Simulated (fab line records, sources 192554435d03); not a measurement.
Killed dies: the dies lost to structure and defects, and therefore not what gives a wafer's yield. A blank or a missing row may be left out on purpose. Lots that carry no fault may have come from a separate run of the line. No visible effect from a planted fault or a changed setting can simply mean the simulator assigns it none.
Struck lot and sound lot, side by side -- flow n5 finfet -- 25 out of 1938 route steps
Sound: the wafers L281.1, L281.2, L281.4. The struck wafers were L291.4, L291.5, L291.6. Last of all comes the cause.
For every step that has rows: the tool of each side, followed by ch and its chambers, followed by its first start. Under that, the readings that differ: sound wafers -- struck wafers -- difference of the means -- sigmas: that difference in standard deviations of wafers without a fault.
alike: readings with means less than 2 such deviations apart, plus words and numbers identical on both sides. not compared: withheld readings, readings lacking a value on some wafer, bounds such as >300 that could conceal the same value, and numbers that have no deviation in the record and whose values overlap.
A row with sigmas, a row that says differs or no value, or rows on one side alone: a step with any of these is where the two part. Numbers that have no deviation but don't overlap get no sigmas and don't part them. A reading missing from all wafers of one side parts the sides only when that side holds two or more wafers.

first, 11 steps without rows for these wafers: N5_MOL_CONTACT_COAG_STRIP_93 (strips in N2/H2); N5_MOL_CONTACT_COAG_ETCHBACK_135 (etches SiO2 in CHF3, target depth 25 nm, time 16.7 s); N5_MOL_CONTACT_COAG_STRIP_118 (strips in CHF3); N5_MOL_CONTACT_COAG_VIA_ETCH_46 (etches SiO2 in C4F6/O2, target depth 46 nm, overetch 9.2 nm, time 40 s); N5_MOL_CONTACT_COAG_STRIP_96 (strips in N2/H2); N5_MOL_CONTACT_COAG_ETCH_47 (etches SiNx in CH3F/O2, stops on W, target depth 27 nm); N5_MOL_CONTACT_COAG_STRIP_119 (strips in N2/H2, time 30 s); N5_MOL_CONTACT_COAG_PRECLEAN_144 (cleans in alkaline clean, time 60 s); N5_MOL_CONTACT_COAG_SRD_145 (time 30 s); N5_MOL_CONTACT_COAG_COAT_62 (time 60 s, resist thk 60 nm); N5_MOL_CONTACT_COAG_COAT_63 (time 60 s, resist thk 10 nm).
N5_MOL_CONTACT_COAG_COAT_64: time 60 s, resist thk 10 nm.
  sound on litho track-01 ch 0, day 7 02:24; struck on litho track-01 ch 0, day 9 14:15
reading,sound,struck,difference,sigmas
spin speed rpm (rpm),1499.9 1498.5 1499.0,1589.2 1591.2 1591.2,+91.4,+95
  alike: exhaust pa
then, 7 steps without rows for these wafers: N5_MOL_CONTACT_COAG_COAT_34 (resist thk 40 nm); N5_MOL_CONTACT_COAG_EBR_36; N5_MOL_CONTACT_COAG_SOFTBAKE_35 (time 60 s); N5_MOL_CONTACT_COAG_EXPOSE_37 (exposes mask VD, defocus 0 nm); N5_MOL_CONTACT_COAG_PEB_38 (peb time 60 s); N5_MOL_CONTACT_COAG_DEVELOP_39 (develop time 30 s); N5_MOL_CONTACT_COAG_DESCUM_45 (chemistry O2, time 7 s).
N5_MOL_CONTACT_COAG_ETCH_65: etches underlayer in N2/H2, target depth 13 nm, time 10.4 s.
  sound on rie diel-04 ch 1,2,3, day 7 02:58; struck on rie diel-04 ch 0,1,3, day 9 14:49
reading,sound,struck,difference,sigmas
model.CAR-EUV_of_MOL_CONTACT_COAG_COAT_34.thk nm (nm),24.6 24.8 24.8,25.2 25.2 25,+0.4,
model.etch.depth nm (nm),10.04 10.03 10.05,9.71 9.723 9.715,-0.32,
  alike: drypump motor current A, etch rf on time s, oes product au, rf vpp V, showerhead plenum p Torr, throttle valve pct
  not compared: rf hours counter h
then, 2 steps without rows for these wafers: N5_MOL_CONTACT_COAG_ETCH_66 (etches SiARC in CF4, target depth 13 nm, time 21.7 s); N5_MOL_CONTACT_COAG_ALD_133 (deposits SiO2, target thk 5 nm, pulse time 1 s, co reactant pulse time 1 s).
N5_MOL_CONTACT_COAG_ETCHBACK_134: etches SiO2 in CHF3, target depth 10 nm, time 6.7 s.
  sound on rie diel-04 ch 1,3, day 7 03:14; struck on rie diel-02 ch 0,1,2, day 9 15:11
reading,sound,struck,difference,sigmas
model.CAR-EUV_of_MOL_CONTACT_COAG_COAT_34.thk nm (nm),15.4 15.6 15.6,16.2 16.2 16,+0.6,
  alike: drypump motor current A, mfc ar sccm, oes product au, rf vpp V, showerhead plenum p Torr, throttle valve pct
  not compared: rf hours counter h
then, 1 step without rows for these wafers: N5_MOL_CONTACT_COAG_ETCH_67 (etches SOC in N2/H2, target depth 60 nm, overetch 21 nm, time 101.2 s).
-- the record jumps here: 3 days lie between the struck wafers' starts before and after (it left off in module MOL_CONTACT_COAG and takes up again in module BEOL_M4, whose first step shown is number 1111 of the route) --
N5_BEOL_M4_RC_MEAS_101:
  sound on prober-02 ch 0, day 9 22:53; struck on prober-02 ch 0, day 12 15:22
  alike: DIBL_N, DIBL_P, IOFF_N, IOFF_P, ION_N, ION_P, SS_N, SS_P, VT_N, VT_P

## WHERE THEY PART
Within this record, at N5_MOL_CONTACT_COAG_COAT_64 only. Later steps at which nothing parts them and some readings are alike: N5_MOL_CONTACT_COAG_ETCH_65, N5_MOL_CONTACT_COAG_ETCHBACK_134, N5_BEOL_M4_RC_MEAS_101.

WHY: what had been put in by the simulator
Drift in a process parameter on litho track-01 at N5_MOL_CONTACT_COAG_COAT_64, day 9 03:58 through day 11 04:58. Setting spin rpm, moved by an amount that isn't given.
